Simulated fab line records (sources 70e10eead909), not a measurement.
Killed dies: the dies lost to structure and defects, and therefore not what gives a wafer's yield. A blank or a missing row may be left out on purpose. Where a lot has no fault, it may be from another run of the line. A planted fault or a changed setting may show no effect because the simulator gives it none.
Chamber matching | flow nandHarc | NHARC_A_CHANNEL_HOLE_D1_DEP_01 on pecvd-04 has 3 sister chambers
The step deposits SiON, target thk 140 nm. 14 wafers are shown with their chamber, then 7 later ones without.

== WAFERS PAIRED WITH THEIR CHAMBERS ==
wafer  | chamber | heaterPowerW (W)
L082.1 | 1       | 862
L082.2 | 0       | 840
L082.6 | 0       | 844
L085.2 | 2       | 677
L085.3 | 0       | 843
L085.4 | 2       | 680
L086.3 | 0       | 864
L086.4 | 1       | 812
L086.6 | 2       | 636
L090.1 | 2       | 689
L090.3 | 0       | 837
L090.4 | 2       | 548
L091.2 | 0       | 841
L091.3 | 1       | 840

SIGNATURES, as means of the wafers listed above
reading      | chamber 0 | chamber 1 | chamber 2 | scatter within a chamber
heaterPowerW | 844.83    | 838.00    | 646.00    | 37.4
Rule: for a wafer and a chamber, the distance is found by dividing, reading by reading, the gap between the wafer's reading and the chamber's mean by the reading's scatter, squaring, summing and taking the root. The wafer belongs to the nearest chamber; if the next one is less than 2 further off, it can't be placed. How the scatter is found: for the shown wafers, subtract from each reading the mean of its chamber, square and add these, divide the total by (wafers less chambers), then take the root.

== WAFERS MISSING THEIR CHAMBER ==
wafer  | heaterPowerW (W)
L091.4 | 620
L094.1 | 935
L094.3 | 656
L094.5 | 628
L095.2 | 835
L095.4 | 594
L095.6 | 826

== WHICH CHAMBER EACH ONE RAN IN ==
wafer  | from the rows above     | in truth
L091.4 | 2                       | 2
L094.1 | can't be placed: 0 or 1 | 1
L094.3 | 2                       | 2
L094.5 | 2                       | 2
L095.2 | can't be placed: 1 or 0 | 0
L095.4 | 2                       | 2
L095.6 | can't be placed: 1 or 0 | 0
4 of 7 placed correctly. These rows do not allow placing 3 (true chamber among the candidates in 3). Wrongly placed: 0.
